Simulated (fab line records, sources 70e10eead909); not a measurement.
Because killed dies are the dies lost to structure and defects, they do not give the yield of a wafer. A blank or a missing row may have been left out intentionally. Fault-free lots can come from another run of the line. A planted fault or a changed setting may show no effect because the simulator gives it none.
Chamber matching -- flow nand-harc -- 4 sister chambers for NHARC_A_CONTACT_ETCH_75 on rie-diel-12
The step etches the open film in CF4, target depth 39 nm, time 65 s. 4 wafers are shown with their chamber, then 7 later ones without.

## WAFERS, EACH WITH ITS CHAMBER
wafer,chamber,showerhead-plenum-p-Torr (Torr)
L609.1,3,1.82
L609.5,1,1.75
L615.1,2,1.66
L615.3,0,1.70

## WAFERS WITH NO CHAMBER GIVEN
wafer,showerhead-plenum-p-Torr (Torr)
L615.4,1.82
L618.3,1.65
L618.4,1.70
L618.5,1.82
L620.1,1.65
L620.2,1.74
L620.6,1.74

## CHAMBER TAKEN BY EACH
wafer,from the rows above,in truth
L615.4,3,3
L618.3,2,2
L618.4,0,0
L618.5,3,3
L620.1,2,2
L620.2,1,1
L620.6,1,1
7 of 7 placed correctly. Number that these rows cannot place: 0. Placed wrongly: 0.
How it was worked out, from the rows above alone: a wafer's distance from a chamber is the root of the sum, over the readings, of the square of ((its reading less the chamber's mean) divided by the reading's scatter). If the next closest chamber is less than 2 further off than the closest, the wafer can't be placed; otherwise it belongs to the closest. A chamber's mean is the mean of its shown wafers. The scatter (one wafer shown for each chamber): square how far every hidden wafer sits from the nearest shown wafer, average those squares and take the square root.
